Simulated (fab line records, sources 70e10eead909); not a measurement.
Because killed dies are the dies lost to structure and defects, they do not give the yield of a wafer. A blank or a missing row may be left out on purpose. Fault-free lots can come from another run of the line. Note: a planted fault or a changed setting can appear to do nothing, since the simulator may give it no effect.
Which tool did it? | flow nand_harc | 33 wafers from 11 lots sampled at 3 of the route's 1302 steps

## WHAT EACH GAUGE READ, for each wafer
NHARC_P_ZERO_WELL_CD_MEAS_24: the cd target is 720 nm. Usual: cd_nm 720.8 nm, standard deviation 2.
lot  | measured     | on        | cd_nm (nm)        | flag
L224 | day 2 08:44  | cd_sem-01 | 723.8 723.5 720.7 |
L225 | day 2 18:34  | cd_sem-03 | 719.1 721.5 722.8 |
L228 | day 4 00:37  | cd_sem-03 | 717.8 716.7 720.8 |
L232 | day 5 16:43  | cd_sem-02 | 721.6 719.6 720.3 |
L233 | day 6 02:28  | cd_sem-02 | 722.3 720.2 720.5 |
L234 | day 6 13:32  | cd_sem-03 | 709.4 702.3 706.8 | OFF
L240 | day 9 00:35  | cd_sem-02 | 722.2 721.0 721.5 |
L243 | day 10 06:26 | cd_sem-02 | 719.3 719.9 723.2 |
L244 | day 10 16:24 | cd_sem-01 | 718.6 722.9 721.9 |
L245 | day 11 02:30 | cd_sem-03 | 719.8 719.7 723.2 |
L246 | day 11 12:28 | cd_sem-01 | 717.3 721.0 721.6 |

## WHICH TOOL RAN EACH LOT (tool, then ch and the chambers of the sampled wafers, then the start)
lot  | NHARC_P_ZERO_WELL_ETCH_63        | NHARC_P_ZERO_WELL_EXPOSE_21
L224 | rie_si-02 ch 0,3, day 2 07:39    | krf_scanner-01 ch 0, day 2 08:35
L225 | rie_si-02 ch 1,2, day 2 17:35    | krf_scanner-04 ch 0, day 2 18:24
L228 | rie_si-01 ch 1,2,3, day 3 23:43  | krf_scanner-01 ch 0, day 4 00:28
L232 | rie_si-01 ch 1,2, day 5 15:45    | krf_scanner-04 ch 0, day 5 16:34
L233 | rie_si-03 ch 0,3, day 6 01:32    | krf_scanner-03 ch 0, day 6 02:19
L234 | rie_si-01 ch 0,1,3, day 6 12:39  | krf_scanner-01 ch 0, day 6 13:23
L240 | rie_si-01 ch 1,3, day 8 23:40    | krf_scanner-01 ch 0, day 9 00:25
L243 | rie_si-02 ch 0,2,3, day 10 05:40 | krf_scanner-01 ch 0, day 10 06:17
L244 | rie_si-03 ch 0,3, day 10 15:35   | krf_scanner-01 ch 0, day 10 16:15
L245 | rie_si-03 ch 0,3, day 11 01:42   | krf_scanner-01 ch 0, day 11 02:21
L246 | rie_si-03 ch 0,1,3, day 11 11:41 | krf_scanner-01 ch 0, day 11 12:19
- NHARC_P_ZERO_WELL_ETCH_63: etches the open film in HBr/Cl2, target depth 120 nm, time 40.1 s.
- NHARC_P_ZERO_WELL_EXPOSE_21: exposes mask P NWELL, target cd 720 nm.

## AS READ BY THE TOOLS THEMSELVES (means over the sampled wafers that have a number; for cases with no such wafer, the mark the record gives instead)
NHARC_P_ZERO_WELL_ETCH_63. Usual: drypump_motor_current_A 5.8 A, standard deviation 0.48; oes_product_au 0.999 a.u., standard deviation 0.012; throttle_valve_pct 26.406 %, standard deviation 0.0091.
lot  | tool      | drypump_motor_current_A (A) | oes_product_au (a.u.) | throttle_valve_pct (%) | flag
L224 | rie_si-02 | 5.3                         | 1.010                 | 26.401                 |
L225 | rie_si-02 | 6.1                         | 1.006                 | 26.403                 |
L228 | rie_si-01 | 6.1                         | 0.999                 | 26.419                 |
L232 | rie_si-01 | 6.1                         | 0.995                 | 26.406                 |
L233 | rie_si-03 | 5.6                         | 0.987                 | 26.410                 |
L234 | rie_si-01 | 5.9                         | 0.992                 | 26.412                 |
L240 | rie_si-01 | 6.0                         | 0.995                 | 26.407                 |
L243 | rie_si-02 | 5.8                         | 0.996                 | 26.406                 |
L244 | rie_si-03 | 5.7                         | 0.991                 | 26.414                 |
L245 | rie_si-03 | 5.6                         | 0.999                 | 26.404                 |
L246 | rie_si-03 | 6.0                         | 1.001                 | 26.408                 |

NHARC_P_ZERO_WELL_EXPOSE_21. Usual: focus_offset_nm 0.0 nm, standard deviation 0.53.
lot  | tool           | focus_offset_nm (nm) | flag
L224 | krf_scanner-01 | -0.6                 |
L225 | krf_scanner-04 | -0.3                 |
L228 | krf_scanner-01 | 0.5                  |
L232 | krf_scanner-04 | 0.0                  |
L233 | krf_scanner-03 | -0.0                 |
L234 | krf_scanner-01 | 0.1                  |
L240 | krf_scanner-01 | 0.3                  |
L243 | krf_scanner-01 | 0.7                  |
L244 | krf_scanner-01 | -0.1                 |
L245 | krf_scanner-01 | 0.4                  |
L246 | krf_scanner-01 | 0.6                  |

## THE ANSWER, worked out from the rows above alone
Rule: lot off if the mean of its wafers having a number is beyond 3 standard deviations from the usual mean. Also off: a lot with no number at a reading for which 4 or more lots have one. Any other lot the step has rows for is counted as sound. The gauges are gone through in route order, then the tools' own readings, and for those a lot's mean is taken as printed above. At the first step where some lot is off, the reading lying furthest off is the one used; lots without a number count as furthest.
Off at NHARC_P_ZERO_WELL_CD_MEAS_24 (cd_nm): L234.
If a tool, at a process step before that reading, ran all the lots that are off and no sound lot after the first of them, it fits. Gauges at NHARC_P_ZERO_WELL_CD_MEAS_24: tried the same way as those tools. Of those tried, none fits.

## WHAT WAS PUT IN BY THE SIMULATOR
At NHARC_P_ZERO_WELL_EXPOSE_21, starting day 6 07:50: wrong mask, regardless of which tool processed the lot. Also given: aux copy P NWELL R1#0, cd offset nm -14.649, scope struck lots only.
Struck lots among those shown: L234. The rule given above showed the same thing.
